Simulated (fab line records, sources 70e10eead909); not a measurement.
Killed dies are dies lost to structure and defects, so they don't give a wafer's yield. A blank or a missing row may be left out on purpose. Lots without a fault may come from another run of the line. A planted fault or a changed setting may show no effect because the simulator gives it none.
Chamber matching | flow nand_harc | NHARC_A_BLC_STRIP_21 on rie_diel-03: 4 sister chambers
The step strips in O2. 4 wafers are shown with their chamber, then 8 later ones without.

WAFERS WITH THEIR CHAMBER
wafer  | chamber | showerhead_plenum_p_Torr (Torr)
L514.1 | 1       | 3.42
L513.4 | 0       | 3.59
L513.6 | 2       | 3.37
L515.1 | 3       | 3.62

WAFERS WITHOUT THEIR CHAMBER
wafer  | showerhead_plenum_p_Torr (Torr)
L515.3 | 3.42
L515.5 | 3.42
L520.1 | 3.59
L520.2 | 3.42
L520.4 | 3.62
L528.1 | 3.62
L528.2 | 3.58
L528.6 | 3.62

WHICH CHAMBER EACH WENT THROUGH
wafer  | from the rows above | in truth
L515.3 | 1                   | 1
L515.5 | 1                   | 1
L520.1 | 0                   | 0
L520.2 | 1                   | 1
L520.4 | 3                   | 3
L528.1 | 3                   | 3
L528.2 | 0                   | 0
L528.6 | 3                   | 3
Placed correctly: 8 of 8. Can't be placed from these rows: 0. Placed wrongly: 0.
How it was worked out, from the rows above alone: a wafer's distance from a chamber is the root of the sum, over the readings, of the square of ((its reading less the chamber's mean) divided by the reading's scatter). The wafer belongs to the nearest chamber; if the next one is less than 2 further off, it can't be placed. A chamber's mean is the mean of its shown wafers. The scatter: with one shown wafer a chamber, the root of the mean of the squares of how far each hidden wafer lies from its nearest shown one.
